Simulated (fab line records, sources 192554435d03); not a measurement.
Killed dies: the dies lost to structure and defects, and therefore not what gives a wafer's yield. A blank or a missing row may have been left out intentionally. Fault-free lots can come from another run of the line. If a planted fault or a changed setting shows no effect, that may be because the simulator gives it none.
Problem report, 8D (eight disciplines) form, completed by code    flow n5-finfet    the parts of the form that need people (team, actions taken, sign-off) are left out

## 1. THE PROBLEM
At N5_PASSIVATION_PROBE_49, killed-at-other averages 108 over 5 wafers from 2 lots, while fault-free wafers read 4, standard deviation 3.2. That is +32 standard deviations from the usual mean.
First seen on wafer L178.4, day 17 13:44, on prober-02. At this step, 5 wafers from 2 lots have a number in the record. Rule for "out" (also "out of limits"): further than 4 standard deviations from the usual mean. The other wafers with a number count as sound.

## 2. WHAT THIS IS AND IS NOT
question                     is                                                              is not
which readings at this step  killed-at-other, killed-dies, sort_bin_5_function, sort-n-pass  killed_at_M0_to_M3, killed_at_M4_up, killed-at-contacts, killed-at-front-end, killed-short
which lots                   L178, L183                                                      -
which wafers of those lots   all that have a number                                          -
read on which tools          prober-02                                                       -
when                         from day 17 13:44                                               up to then (0 sound wafers)

## 3. WHAT RULES OUT EACH SUSPECT
Counting: a tool at a process step up to the reading stays a suspect if it ran every lot that is out and no sound lot after the first of them.
- rie-diel-05 at N5_PASSIVATION_STRIP_14 (strips in O2): kept. It ran every lot that is out, first L178 (day 17 07:08), and no sound lot after that.
- prober-02 at N5_PASSIVATION_PROBE_49: kept. It ran every lot that is out, first L178 (day 17 13:44), and no sound lot after that. Its own readings are out on those wafers: killed-at-other, killed-dies, sort_bin_5_function, sort-n-pass.
After counting, rie-diel-05 at N5_PASSIVATION_STRIP_14 and prober-02 at N5_PASSIVATION_PROBE_49 remain.

## 4. THE CAUSE (what the simulator had put in)
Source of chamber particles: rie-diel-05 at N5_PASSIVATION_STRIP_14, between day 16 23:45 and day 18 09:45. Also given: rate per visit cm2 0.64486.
Of the 2 suspects that counting leaves, this tool is one.

## 5. THE EFFECT CHAIN, in route order
Each row: a reading where the mean over the struck wafers with a number is more than 3 standard deviations away from the usual. Only readings whose record carries a usual standard deviation are examined. hours: median over the lots of the time between each lot's start at the first step of this table that gives one and its start at this step. sigmas: the change, counted in usual standard deviations.
hours  step                     reading               usual   on struck wafers  change  sigmas
0      N5_PASSIVATION_PROBE_49  defect-limited-yield  91.1 %  83.8              -7.3    -4.9
0      N5_PASSIVATION_PROBE_49  killed-at-other       4       108               +104    +32
0      N5_PASSIVATION_PROBE_49  killed-dies           105     192               +87     +5.1
0      N5_PASSIVATION_PROBE_49  sort_bin_5_function   5.2 %   10.3              +5.1    +5.4
0      N5_PASSIVATION_PROBE_49  sort-n-pass           1075    988               -87     -5.1
0      N5_PASSIVATION_PROBE_49  sort-yield-pct        91.1 %  83.8              -7.3    -4.9
Here are the process steps it includes:
- N5_PASSIVATION_PROBE_49

## 6. HOW IT WOULD HAVE BEEN CAUGHT EARLIER
First out-of-limits reading in this record: day 17 13:44, which is 14 hours after fault onset at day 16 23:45.
Tool readings at N5_PASSIVATION_STRIP_14 with a usual standard deviation given in the record: none out on any struck wafer, hence no alarm at a limit of 4 standard deviations on them.
L183, from the lots that are out (2), started N5_PASSIVATION_STRIP_14 on rie-diel-05 later than day 17 13:44. A hold on the tool at that time would have spared it.
